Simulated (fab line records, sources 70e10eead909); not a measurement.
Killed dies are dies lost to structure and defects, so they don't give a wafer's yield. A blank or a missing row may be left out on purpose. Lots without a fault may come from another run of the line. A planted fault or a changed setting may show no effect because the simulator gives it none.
fab line records | flow nand_harc
record lots=6 wafers=18 last_day=23
route steps=1159 shown A_CONTACT@960 A_BLC@964 END@1159
lots that met no fault: from a run of the same line without faults
start_h: hours from the record's first day to the start of the lot's first wafer shown | wait_h: hours since the lot's step before | " the same as in the row above | L1.1+2: a row that stands for several wafers | - no value, or no start given | * or withheld: withheld | < > ~ a bound
route shown NAME@n: a module of which the file shows steps, and the number in the route of the first | usual: mean/standard deviation of fault-free wafers | same: alike in all rows | chamber/n: place in a boat | sites: the reading at each site | _std_site: their standard deviation | _edge_site: outer sites' mean less inner sites' | radius_mm: how far each site lies from the wafer's centre | mask NAME#n: copy n | behind: the tool/chamber that last shaped the wafer | hold: why the lot was held/for how many hours/how that ended | device: the transistor (n, p or np) that didn't switch | end of line: the same wafers' tests at the end of the route | a step without rows: its recipe alone | killed: dies lost to structure and defects at the first sort, not the wafer's yield | map: a wafer's dies, x killed, . not, _ none there
set.NAME: the setting as run; set.NAME@STEP: as run at that earlier step | model.NAME: the simulator's own value behind a step, which no gauge read
lots at some steps of the route; a table a step, a row a wafer
services: from which hour (start_h, from the record's first day; less than 0 if before it) a tool's chamber was out of use, for how many hours, and why
## steps
# step NHARC_A_CONTACT_CMP_20
# recipe t_overpolish_s=30 target_thk_nm=300
# usual motor_current_A=12.0/1.2 overpolish_run_s=30.000/0.0093 time_to_endpoint_s=60.1/2.2
# columns lot.wafer tool chamber start_h wait_h motor_current_A overpolish_run_s time_to_endpoint_s
L424.3 cmp-02 2 393.20 0.5 11.0 30.006 61.1
L424.2 " 1 " " 12.8 29.991 61.8
L424.6 " 2 " " 10.2 29.999 63.9
L427.4 cmp-02 3 401.55 0.4 10.9 29.997 62.2
L427.2 " 1 " " 12.3 29.993 61.9
L427.6 " 3 " " 11.4 30.001 62.7
L431.3 cmp-02 3 441.42 0.4 11.6 29.999 59.3
L431.2 " 0 " " 12.8 30.010 57.7
L431.4 " 1 " " 12.3 30.012 59.9
L440.2 cmp-03 0 482.00 0.7 10.9 29.995 64.5
L440.4 " 1 " " 10.5 29.997 57.1
L440.6 " 2 " " 11.3 29.991 61.8
L438.2 cmp-04 0 483.51 0.8 14.1 30.018 64.4
L438.4 " 2 " " 12.1 29.990 62.0
L438.5 " 0 " " 14.8 29.996 61.1
L442.3 cmp-02 0 500.89 0.5 12.5 29.996 61.1
L442.4 " 2 " " 11.0 29.994 62.3
L442.5 " 0 " " 12.2 30.007 60.1
# step NHARC_A_CONTACT_SRD_22
# step NHARC_A_CONTACT_INSPECT_23
# usual raw_defect_count=411/110
# columns lot.wafer tool chamber start_h wait_h raw_defect_count
L424.2 defect_inspect-02 - 393.61 0.1 308
L424.3 " - " " 399
L424.6 " - " " 372
L427.2 defect_inspect-01 - 401.95 0.1 426
L427.4 " - " " 590
L427.6 " - " " 472
L431.2 defect_inspect-02 - 441.80 0.1 525
L431.3 " - " " 500
L431.4 " - " " 281
L440.2 defect_inspect-02 - 482.35 0.1 375
L440.4 " - " " 431
L440.6 " - " " 466
L438.2 defect_inspect-02 - 483.89 0.1 464
L438.4 " - " " 486
L438.5 " - " " 351
L442.3 defect_inspect-02 - 501.29 0.1 271
L442.4 " - " " 369
L442.5 " - " " 461
# step NHARC_A_BLC_DEHYDRATE_00
# recipe temp_c=150 time_s=120
# step NHARC_A_BLC_HMDS_01
# recipe time_s=30
# step NHARC_A_BLC_COAT_02
# recipe temp_c=260 time_s=75
# step NHARC_A_BLC_COAT_03
# recipe temp_c=225 time_s=65
# step NHARC_A_BLC_COAT_04
# recipe spin_rpm=1500 resist_thk_nm=90
# step NHARC_A_BLC_SOFTBAKE_05
# recipe temp_c=105 time_s=55
# step NHARC_A_BLC_EBR_06
# step NHARC_A_BLC_EXPOSE_07
# recipe na=1.35 target_cd_nm=100 dose_mj=67.97 mask_id=A_BLC
# step NHARC_A_BLC_PEB_08
# recipe peb_temp_c=100 peb_time_s=65
# usual chill_plate_temp_C=22.99/0.11
# columns lot.wafer tool chamber start_h wait_h chill_plate_temp_C
L424.2 litho_track-01 0 394.03 0.1 23.09
L424.3 " 0 " " 23.16
L424.6 " 0 " " 23.13
L427.2 litho_track-06 0 402.38 0.1 23.08
L427.4 " 0 " " 22.96
L427.6 " 0 " " 23.08
L431.2 litho_track-06 0 442.23 0.1 23.05
L431.3 " 0 " " 23.13
L431.4 " 0 " " 23.06
L440.2 litho_track-06 0 482.78 0.1 23.02
L440.4 " 0 " " 23.07
L440.6 " 0 " " 22.94
L438.2 litho_track-01 0 484.32 0.1 23.03
L438.4 " 0 " " 23.00
L438.5 " 0 " " 23.00
L442.3 litho_track-01 0 501.72 0.0 23.04
L442.4 " 0 " " 22.84
L442.5 " 0 " " 22.84
# step NHARC_A_BLC_DEVELOP_09
# recipe develop_time_s=35 dev_temp_c=23
# step NHARC_A_BLC_CD_MEAS_10
# recipe target_cd_nm=100 landing_energy_ev=500
# usual cd_nm=99.9/0.45
# columns lot.wafer tool chamber start_h wait_h cd_nm
L424.2 cd_sem-01 0 394.12 - 100.0
L424.3 " 0 " " 100.9
L424.6 " 0 " " 100.9
L427.2 cd_sem-01 0 402.46 - 100.1
L427.4 " 0 " " 99.6
L427.6 " 0 " " 99.9
L431.2 cd_sem-02 0 442.32 - 100.8
L431.3 " 0 " " 99.4
L431.4 " 0 " " 100.1
L440.2 cd_sem-01 0 482.87 - 99.6
L440.4 " 0 " " 99.9
L440.6 " 0 " " 99.9
L438.2 cd_sem-03 0 484.40 - 107.2
L438.4 " 0 " " 108.1
L438.5 " 0 " " 106.5
L442.3 cd_sem-03 0 501.80 - 106.6
L442.4 " 0 " " 107.6
L442.5 " 0 " " 106.7
# step NHARC_A_BLC_OVL_MEAS_11
# usual overlay_x_nm=0.1/0.99 overlay_y_nm=-0.2/0.72
# columns lot.wafer tool chamber start_h wait_h overlay_x_nm overlay_y_nm
L424.2 overlay-02 - 394.20 - 1.1 0.1
L424.3 " - " " 1.2 -0.4
L424.6 " - " " 1.3 -0.3
L427.2 overlay-01 - 402.55 - -0.2 -0.2
L427.4 " - " " 0.2 -0.1
L427.6 " - " " 0.1 0.3
L431.2 overlay-01 - 442.40 - 0.8 -0.7
L431.3 " - " " 1.0 -0.4
L431.4 " - " " 1.3 -0.5
L440.2 overlay-02 - 482.95 - -2.3 -0.5
L440.4 " - " " -2.0 -0.7
L440.6 " - " " -2.2 -0.6
L438.2 overlay-01 - 484.48 - -0.6 -1.0
L438.4 " - " " -0.1 -0.7
L438.5 " - " " 0.1 -1.6
L442.3 overlay-02 - 501.89 - 0.0 0.5
L442.4 " - " " 0.1 0.2
L442.5 " - " " -0.2 -0.1
# step NHARC_A_BLC_INSPECT_12
# usual raw_defect_count=29/11
# columns lot.wafer tool chamber start_h wait_h raw_defect_count
L424.2 defect_inspect-01 - 394.24 0.0 23
L424.3 " - " " 27
L424.6 " - " " 20
L427.2 defect_inspect-02 - 402.59 0.0 31
L427.4 " - " " 27
L427.6 " - " " 39
L431.2 defect_inspect-01 - 442.44 0.0 24
L431.3 " - " " 36
L431.4 " - " " 19
L440.2 defect_inspect-02 - 482.99 0.0 38
L440.4 " - " " 33
L440.6 " - " " 36
L438.2 defect_inspect-02 - 484.52 0.0 40
L438.4 " - " " 29
L438.5 " - " " 35
L442.3 defect_inspect-01 - 501.93 0.0 31
L442.4 " - " " 26
L442.5 " - " " 33
# step NHARC_A_BLC_DESCUM_15
# recipe time_s=3 o2_flow_sccm=200 ar_flow_sccm=0 bias_power_w=0 chemistry=O2
# usual drypump_motor_current_A=5.80/0.29 oes_product_au=0.999/0.0067 rf_vpp_V=57.7/0.85 showerhead_plenum_p_Torr=1.91/0.076 throttle_valve_pct=11.311/0.0093
# columns lot.wafer tool chamber start_h wait_h drypump_motor_current_A oes_product_au rf_hours_counter_h rf_vpp_V showerhead_plenum_p_Torr throttle_valve_pct model.A_BLC.cd_nm
L424.2 rie_diel-04 1 394.30 0.1 5.67 0.998 9 58.0 1.88 11.319 100
L424.3 " 3 " " 6.00 1.007 9 59.3 2.04 11.313 100.6
L424.6 " 2 " " 6.27 1.008 - 58.4 1.93 11.318 100.1
L427.4 rie_diel-04 0 402.66 0.1 5.56 0.996 10 56.9 1.79 11.299 99.78
L427.2 " 2 " " 6.26 0.998 9 57.8 1.93 11.306 99.83
L427.6 " 3 " " 6.00 1.000 - 56.6 2.04 11.301 99.96
L431.4 rie_diel-04 1 442.50 0.1 5.67 1.006 14 57.0 1.88 11.304 100.3
L431.3 " 3 " " 6.01 0.996 13 58.6 2.04 11.306 99.52
L431.2 " 0 " " 5.62 0.996 14 56.2 1.79 11.297 100.4
L440.2 rie_diel-02 3 483.12 0.1 6.30 1.012 46 57.7 2.00 11.329 99.85
L440.4 " 3 " " 6.24 1.014 - 58.9 2.00 11.293 99.68
L440.6 " 2 " " 5.84 0.993 - 57.2 1.80 11.325 99.88
L438.2 rie_diel-02 2 484.63 0.1 5.84 0.989 51 56.9 1.80 11.313 107.1
L438.5 " 1 " " 5.39 0.996 - 56.2 1.77 11.300 106.6
L438.4 " 2 " " 5.83 0.992 - 57.7 1.80 11.320 107.5
L442.3 rie_diel-04 3 501.99 0.1 6.01 0.994 3 58.4 2.03 11.316 106.4
L442.4 " 0 " " 5.58 0.990 2 57.1 1.79 11.304 107.4
L442.5 " 3 " " 6.04 1.003 - 58.0 2.03 11.305 106.6
# step NHARC_A_BLC_ETCH_16
# recipe target_depth_a=390 over_etch_frac=0.3 time_s=65 ion_energy_ev=80 cf4_flow_sccm=150 ar_flow_sccm=0 rf_w=300 bias_w=100 chemistry=CF4
# usual drypump_motor_current_A=5.82/0.29 oes_product_au=1.000/0.0076 rf_vpp_V=151.2/1.1 showerhead_plenum_p_Torr=1.77/0.068 throttle_valve_pct=13.284/0.0092
# columns lot.wafer tool chamber start_h wait_h drypump_motor_current_A oes_product_au rf_hours_counter_h rf_vpp_V showerhead_plenum_p_Torr throttle_valve_pct
L424.3 rie_diel-04 0 394.38 0.1 5.56 1.013 9 150.0 1.67 13.288
L424.2 " 1 " " 5.66 1.003 9 150.4 1.74 13.278
L424.6 " 1 " " 5.65 1.007 - 150.6 1.74 13.287
L427.2 rie_diel-04 3 402.74 0.1 6.00 1.003 9 153.4 1.87 13.295
L427.4 " 0 " " 5.62 1.013 10 150.0 1.66 13.277
L427.6 " 2 " " 6.26 1.010 - 151.5 1.78 13.290
L431.3 rie_diel-04 2 442.59 0.1 6.26 0.986 13 151.4 1.78 13.277
L431.2 " 3 " " 6.02 1.000 13 152.8 1.87 13.276
L431.4 " 0 " " 5.57 1.003 14 149.3 1.66 13.291
L440.2 rie_diel-02 2 483.24 0.1 5.80 0.990 51 148.2 1.67 13.278
L440.6 " 1 " " 5.38 1.002 - 149.3 1.65 13.294
L440.4 " 3 " " 6.23 0.991 - 152.0 1.84 13.286
L438.2 rie_diel-02 1 484.73 0.1 5.38 1.009 51 150.8 1.65 13.298
L438.4 " 1 " " 5.37 1.016 - 151.1 1.65 13.277
L438.5 " 3 " " 6.26 1.016 - 152.2 1.84 13.278
L442.4 rie_diel-04 2 502.07 0.1 6.28 1.009 3 151.2 1.78 13.289
L442.3 " 0 " " 5.59 0.997 2 149.8 1.66 13.263
L442.5 " 2 " " 6.23 1.010 - 150.5 1.78 13.278
# step NHARC_A_BLC_ETCH_17
# recipe target_depth_a=3900 over_etch_frac=0.25 time_s=609.38 ion_energy_ev=200 n2_flow_sccm=150 h2_flow_sccm=150 ar_flow_sccm=0 rf_w=400 bias_w=150 chemistry=N2/H2
# usual drypump_motor_current_A=5.79/0.27 oes_product_au=1.001/0.0082 rf_vpp_V=430.1/2.6 showerhead_plenum_p_Torr=2.03/0.086 throttle_valve_pct=14.170/0.0088
# columns lot.wafer tool chamber start_h wait_h drypump_motor_current_A oes_product_au rf_hours_counter_h rf_vpp_V showerhead_plenum_p_Torr throttle_valve_pct
L424.2 rie_diel-04 0 - - 5.60 0.998 9 428.4 1.91 14.161
L424.3 " 2 " " 6.27 0.999 9 431.3 2.05 14.167
L424.6 " 0 " " 5.55 1.004 - 425.8 1.91 14.158
L427.2 rie_diel-04 1 - - 5.66 0.995 10 429.4 2.00 14.178
L427.4 " 2 " " 6.29 1.000 9 431.1 2.05 14.167
L427.6 " 2 " " 6.31 0.990 - 431.7 2.05 14.185
L431.2 rie_diel-04 1 - - 5.67 0.995 14 428.7 2.00 14.176
L431.3 " 2 " " 6.28 1.002 13 430.4 2.05 14.172
L431.4 " 3 " " 6.01 0.995 13 433.2 2.17 14.185
L440.2 rie_diel-02 2 - - 5.82 0.995 51 426.5 1.91 14.165
L440.6 " 3 " " 6.28 1.021 - 433.2 2.14 14.162
L440.4 " 1 " " 5.39 1.012 - 425.8 1.88 14.174
L438.2 rie_diel-02 2 - - 5.81 0.998 52 425.9 1.91 14.172
L438.5 " 2 " " 5.83 0.993 - 427.7 1.91 14.164
L438.4 " 1 " " 5.43 1.006 - 426.4 1.88 14.173
L442.4 rie_diel-04 3 - - 6.00 1.019 3 436.5 2.17 14.172
L442.3 " 0 " " 5.61 0.998 2 426.8 1.91 14.184
L442.5 " 1 " " 5.66 1.006 - 429.0 2.00 14.177
# step NHARC_A_BLC_ETCH_18
# recipe target_depth_a=9100 c4f8_flow_sccm=20 o2_flow_sccm=10 ar_flow_sccm=withheld rf_w=600 bias_w=1500 chemistry=C4F8/O2/Ar
# usual oes_product_au=0.951/0.023 rf_vpp_V=978/5.8
# columns lot.wafer tool chamber start_h wait_h oes_product_au rf_hours_counter_h rf_vpp_V model.A_BLC.cd_nm
L424.2 rie_diel-04 3 - - 0.924 9 987 99.19
L424.3 " 2 " " 0.927 9 978 101.7
L424.6 " 0 " " 0.924 - 969 101.3
L427.2 rie_diel-04 2 - - 0.966 10 979 99.41
L427.4 " 3 " " 0.953 10 986 100
L427.6 " 1 " " 0.969 - 977 98.75
L431.3 rie_diel-04 0 - - 0.918 14 969 99.66
L431.2 " 1 " " 0.927 14 977 101.4
L431.4 " 3 " " 0.922 13 988 99.92
L440.2 rie_diel-02 2 - - 0.916 51 969 97.77
L440.6 " 2 " " 0.925 - 972 100.4
L440.4 " 3 " " 0.933 - 983 99.03
L438.2 rie_diel-02 2 - - 0.928 52 970 106.6
L438.5 " 2 " " 0.916 - 970 105.1
L438.4 " 1 " " 0.921 - 967 107.8
L442.4 rie_diel-04 3 - - 0.938 3 986 107.7
L442.3 " 0 " " 0.942 2 970 105.2
L442.5 " 3 " " 0.939 - 986 105.9
# step NHARC_A_BLC_CD_MEAS_19
# usual cd_nm=100.3/1.6
# columns lot.wafer tool chamber start_h wait_h cd_nm
L424.2 cd_sem-03 - 395.27 - 99.2
L424.3 " - " " 101.8
L424.6 " - " " 101.4
L427.2 cd_sem-02 - 403.61 - 99.4
L427.4 " - " " 100.3
L427.6 " - " " 98.6
L431.2 cd_sem-03 - 443.47 - 101.4
L431.3 " - " " 99.7
L431.4 " - " " 99.9
L440.2 cd_sem-02 - 484.30 - 97.6
L440.4 " - " " 99.0
L440.6 " - " " 100.5
L438.2 cd_sem-03 - 485.81 - 106.4
L438.4 " - " " 107.7
L438.5 " - " " 105.1
L442.3 cd_sem-01 - 503.00 - 104.9
L442.4 " - " " 107.3
L442.5 " - " " 106.1
# step NHARC_END_SORT_01
# recipe temp_c=25
# usual killed_at_array=26/8.6 killed_at_other=0.7/0.97 killed_at_periphery=3.2/2.2 killed_dies=30/8.9 killed_open=3.1/1.8 killed_short=2.2/1.8
# same gross_dies=677
# columns lot.wafer tool chamber start_h wait_h killed_at_array killed_at_other killed_at_periphery killed_dies killed_open killed_short
L431.2 prober-01 0 490.65 2.8 23 0 2 25 2 4
L431.3 prober-01 0 491.46 3.1 27 0 4 31 4 0
L431.4 prober-01 0 492.26 3.4 23 0 1 24 0 6
L438.4 prober-01 0 542.88 3.4 26 1 1 28 3 0
# killed by level:class
L431.2 A_CHANNEL_HOLE_D1:chamber_film_flake=11 A_CONTACT:chamber_film_flake=3 A_ZERO_WELL:chamber_film_flake=2 A_STAIRCASE:chamber_film_flake=2 P_CONTACT:geometric_particle:short=1 A_SOURCE_PLATE:geometric_particle:short=1 A_ONON_D1:geometric_particle:open=1 A_CHANNEL_HOLE_D1:geometric_particle:short=1
L431.3 A_CHANNEL_HOLE_D1:chamber_film_flake=17 A_STAIRCASE:chamber_film_flake=3 A_CONTACT:chamber_film_flake=3 A_ZERO_WELL:chamber_film_flake=2 P_GATE:geometric_particle:open=1 P_CONTACT:geometric_particle:open=1 A_CONTACT:geometric_particle:open=1 A_M1:geometric_particle:open=1
L431.4 A_CHANNEL_HOLE_D1:chamber_film_flake=12 A_CONTACT:chamber_film_flake=3 A_WL_FILL:geometric_particle:short=2 A_STAIRCASE:chamber_film_flake=2 A_ONON_D1:geometric_particle:short=1 A_CHANNEL_FILL_D1:geometric_particle:short=1 A_SGD_CUT:geometric_particle:short=1 A_M0:geometric_particle:short=1
L438.4 A_CHANNEL_HOLE_D1:chamber_film_flake=14 A_CONTACT:chamber_film_flake=6 A_CONTACT:geometric_particle:open=2 A_BLC:chamber_film_flake=2 A_WL_FILL:geometric_particle:open=1 P_GATE:chamber_film_flake=1 HYBRID_BOND:chamber_film_flake=1 A_BLC:area_peb=1
## services
# columns tool chamber start_h hours kind
rie_diel-04 0 371.90 - clean
rie_diel-04 1 371.90 - clean
rie_diel-04 2 371.90 - clean
rie_diel-04 3 371.90 - clean
cmp-02 - 379.58 2.0 repair
rie_diel-04 0 396.40 - clean
rie_diel-04 1 396.40 - clean
rie_diel-04 2 396.40 - clean
rie_diel-04 3 396.40 - clean
cmp-04 - 399.08 4.0 pm
cmp-02 - 424.51 4.0 pm
rie_diel-02 3 432.61 17.1 repair
litho_track-01 - 443.00 7.0 pm
cmp-03 - 450.00 4.0 pm
cmp-04 - 453.42 0.5 repair
rie_diel-04 - 466.13 9.0 pm
litho_track-06 - 467.00 7.0 pm
cmp-02 - 469.53 0.8 repair
rie_diel-02 0 479.78 10.0 repair
rie_diel-04 0 480.29 3.7 repair
cmp-03 - 485.20 2.5 repair
rie_diel-02 3 487.03 13.1 repair
rie_diel-02 2 488.32 6.9 repair
cmp-04 - 497.08 4.0 pm
## key
first_sign step=NHARC_A_BLC_CD_MEAS_10 reading=cd_nm direction=up sigmas=16 usual=99.9 struck=107.1
effect step=NHARC_A_BLC_CD_MEAS_19 reading=cd_nm direction=up sigmas=3.7 usual=100.3 struck=106.3
model_effect step=NHARC_A_BLC_DESCUM_15 value=A_BLC.cd_nm without=99.83 struck=106.9
model_effect step=NHARC_A_BLC_ETCH_18 value=A_BLC.cd_nm without=99.3 struck=106.4
met_at NHARC_A_BLC_PEB_08
struck_wafers L438.2,L438.4,L438.5,L442.3,L442.4,L442.5
tester_left_out L438,L442
onset_between 394.03 484.32
also_fits time
fault kind=process_parameter_drift tool=litho_track-01 chamber=- onset_h=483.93 steps=NHARC_A_BLC_PEB_08 channel=peb_time_s offset=* shape=step end_h=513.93 acts_in=* stated=*
# tester_left_out: of these lots the tester's yield and bins aren't shown, on N5 and GAA mostly nor the transistor test; their killed dies are dies lost to structure and defects alone, not to doping, threshold or leakage, so they don't give the yield
